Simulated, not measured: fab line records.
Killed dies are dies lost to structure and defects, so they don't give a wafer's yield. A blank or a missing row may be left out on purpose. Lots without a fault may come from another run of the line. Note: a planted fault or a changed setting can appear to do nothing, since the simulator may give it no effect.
Split-lot trial :: flow n5 finfet :: on a route of 1938 steps: 7 lots, 21 wafers read

THE SPLIT
At N5_BEOL_M11_COAT_05 (resist thk 90 nm), the setting spin rpm was moved away from the recipe's 1500 rpm on 8 of the 21 wafers read, by -11.2% to +10.6%. For the rest of the wafers, this setting stayed at what the recipe calls for.

FROM THE SPLIT TO THE READING: what the file shows between them, 4 steps
- N5_BEOL_M11_EBR_07
- N5_BEOL_M11_SOFTBAKE_06: time 60 s
- N5_BEOL_M11_EXPOSE_08: exposes mask M11
- N5_BEOL_M11_PEB_09: peb time 60 s

THE READING
CAR-ArF_of_BEOL_M11_COAT_05.thk nm (the simulator's own value, which no gauge read), in nm, at N5_BEOL_M11_DEVELOP_10 (develop time 30 s). No usual value for it is given in the file. Average 88.5 nm, standard deviation 0.29 nm, over the 13 wafers here run with the recipe.

wafer: L077.1
tool, chamber at the split: litho track-02, 0
spin rpm as run, rpm: 1500
against the recipe: recipe
CAR-ArF_of_BEOL_M11_COAT_05.thk nm, nm: 88.2
against lot-mates on the recipe: -

wafer: L077.3
tool, chamber at the split: litho track-02, 0
spin rpm as run, rpm: 1500
against the recipe: recipe
CAR-ArF_of_BEOL_M11_COAT_05.thk nm, nm: 88
against lot-mates on the recipe: -

wafer: L077.5
tool, chamber at the split: litho track-02, 0
spin rpm as run, rpm: 1453
against the recipe: -3.1%
CAR-ArF_of_BEOL_M11_COAT_05.thk nm, nm: 89.8
against lot-mates on the recipe: +1.7

wafer: L082.1
tool, chamber at the split: litho track-02, 0
spin rpm as run, rpm: 1332
against the recipe: -11.2%
CAR-ArF_of_BEOL_M11_COAT_05.thk nm, nm: 93.8
against lot-mates on the recipe: +5.8

wafer: L082.3
tool, chamber at the split: litho track-02, 0
spin rpm as run, rpm: 1500
against the recipe: recipe
CAR-ArF_of_BEOL_M11_COAT_05.thk nm, nm: 88
against lot-mates on the recipe: -

wafer: L082.5
tool, chamber at the split: litho track-02, 0
spin rpm as run, rpm: 1332
against the recipe: -11.2%
CAR-ArF_of_BEOL_M11_COAT_05.thk nm, nm: 93.6
against lot-mates on the recipe: +5.6

wafer: L087.2
tool, chamber at the split: litho track-02, 0
spin rpm as run, rpm: 1659
against the recipe: +10.6%
CAR-ArF_of_BEOL_M11_COAT_05.thk nm, nm: 84
against lot-mates on the recipe: -4.8

wafer: L087.5
tool, chamber at the split: litho track-02, 0
spin rpm as run, rpm: 1659
against the recipe: +10.6%
CAR-ArF_of_BEOL_M11_COAT_05.thk nm, nm: 84
against lot-mates on the recipe: -4.8

wafer: L087.3
tool, chamber at the split: litho track-02, 0
spin rpm as run, rpm: 1500
against the recipe: recipe
CAR-ArF_of_BEOL_M11_COAT_05.thk nm, nm: 88.8
against lot-mates on the recipe: -

wafer: L092.3
tool, chamber at the split: litho track-04, 0
spin rpm as run, rpm: 1587
against the recipe: +5.8%
CAR-ArF_of_BEOL_M11_COAT_05.thk nm, nm: 86
against lot-mates on the recipe: -2.6

wafer: L092.4
tool, chamber at the split: litho track-04, 0
spin rpm as run, rpm: 1500
against the recipe: recipe
CAR-ArF_of_BEOL_M11_COAT_05.thk nm, nm: 88.6
against lot-mates on the recipe: -

wafer: L092.6
tool, chamber at the split: litho track-04, 0
spin rpm as run, rpm: 1587
against the recipe: +5.8%
CAR-ArF_of_BEOL_M11_COAT_05.thk nm, nm: 85.8
against lot-mates on the recipe: -2.8

wafer: L094.1
tool, chamber at the split: litho track-04, 0
spin rpm as run, rpm: 1500
against the recipe: recipe
CAR-ArF_of_BEOL_M11_COAT_05.thk nm, nm: 88.8
against lot-mates on the recipe: -

wafer: L094.3
tool, chamber at the split: litho track-04, 0
spin rpm as run, rpm: 1500
against the recipe: recipe
CAR-ArF_of_BEOL_M11_COAT_05.thk nm, nm: 88.4
against lot-mates on the recipe: -

wafer: L094.4
tool, chamber at the split: litho track-04, 0
spin rpm as run, rpm: 1500
against the recipe: recipe
CAR-ArF_of_BEOL_M11_COAT_05.thk nm, nm: 88.6
against lot-mates on the recipe: -

wafer: L095.1
tool, chamber at the split: litho track-04, 0
spin rpm as run, rpm: 1500
against the recipe: recipe
CAR-ArF_of_BEOL_M11_COAT_05.thk nm, nm: 88.6
against lot-mates on the recipe: -

wafer: L095.2
tool, chamber at the split: litho track-04, 0
spin rpm as run, rpm: 1500
against the recipe: recipe
CAR-ArF_of_BEOL_M11_COAT_05.thk nm, nm: 89
against lot-mates on the recipe: -

wafer: L095.3
tool, chamber at the split: litho track-04, 0
spin rpm as run, rpm: 1500
against the recipe: recipe
CAR-ArF_of_BEOL_M11_COAT_05.thk nm, nm: 88.4
against lot-mates on the recipe: -

wafer: L097.3
tool, chamber at the split: litho track-04, 0
spin rpm as run, rpm: 1500
against the recipe: recipe
CAR-ArF_of_BEOL_M11_COAT_05.thk nm, nm: 88.4
against lot-mates on the recipe: -

wafer: L097.6
tool, chamber at the split: litho track-04, 0
spin rpm as run, rpm: 1500
against the recipe: recipe
CAR-ArF_of_BEOL_M11_COAT_05.thk nm, nm: 88.4
against lot-mates on the recipe: -

wafer: L097.4
tool, chamber at the split: litho track-04, 0
spin rpm as run, rpm: 1551
against the recipe: +3.4%
CAR-ArF_of_BEOL_M11_COAT_05.thk nm, nm: 87.2
against lot-mates on the recipe: -1.2

THE FIT
A straight line over all 21 wafers: CAR-ArF_of_BEOL_M11_COAT_05.thk nm changes by -0.445 nm for each +1% of spin rpm; r = -0.99; the points scatter about the line by 0.27 nm.
The same after taking each lot's own level away (the mean of its wafers on the recipe; 21 wafers): -0.481 nm for each +1%; r = -1.00; scatter 0.2 nm.
On that fit, the largest move of spin rpm shifts the reading by 5.4 nm.
The lots' own levels span 88.00 to 88.80 nm, that is 2.8 times the standard deviation above.
The two slopes are in agreement: the lot-to-lot level therefore moves the slope only a little.
Check: +5.35 nm against its lot-mates is what the line predicts for one of the wafers moved furthest among these (-11.2%) when that wafer is left out of the fit. Against them it came out at +5.8 nm.

ADDITIONAL SPLITS CARRIED BY THESE WAFERS
Note: prior to the reading, these wafers also went through further splits. Each is held against what the fit with the lots' levels taken away leaves over:
other split on the same wafers: N5_BEOL_M9_EXPOSE_25 dose mj
wafers away from the commonest value: 11
r with CAR-ArF_of_BEOL_M11_COAT_05.thk nm (lot level and that fit taken away): -0.36

other split on the same wafers: N5_BEOL_M11_ILD_DEP_00 time s
wafers away from the commonest value: 8
r with CAR-ArF_of_BEOL_M11_COAT_05.thk nm (lot level and that fit taken away): +0.12

THE WHOLE CHAIN: every reading that the file lists as answering this split, in the file's order
step: N5_BEOL_M11_COAT_05
what it does: resist thk 90 nm
reading: CAR-ArF_of_BEOL_M11_COAT_05.thk nm (the simulator's own value, which no gauge read)
change (the file's fit): -0.465 nm for each +1% of the setting
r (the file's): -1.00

step: N5_BEOL_M11_DEVELOP_10
what it does: develop time 30 s
reading: CAR-ArF_of_BEOL_M11_COAT_05.thk nm (the simulator's own value, which no gauge read)
change (the file's fit): -0.477 nm for each +1% of the setting
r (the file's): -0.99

THE FILE'S OWN FIT
CAR-ArF_of_BEOL_M11_COAT_05.thk nm changes by -0.477 nm for each +1% of spin rpm, r = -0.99.
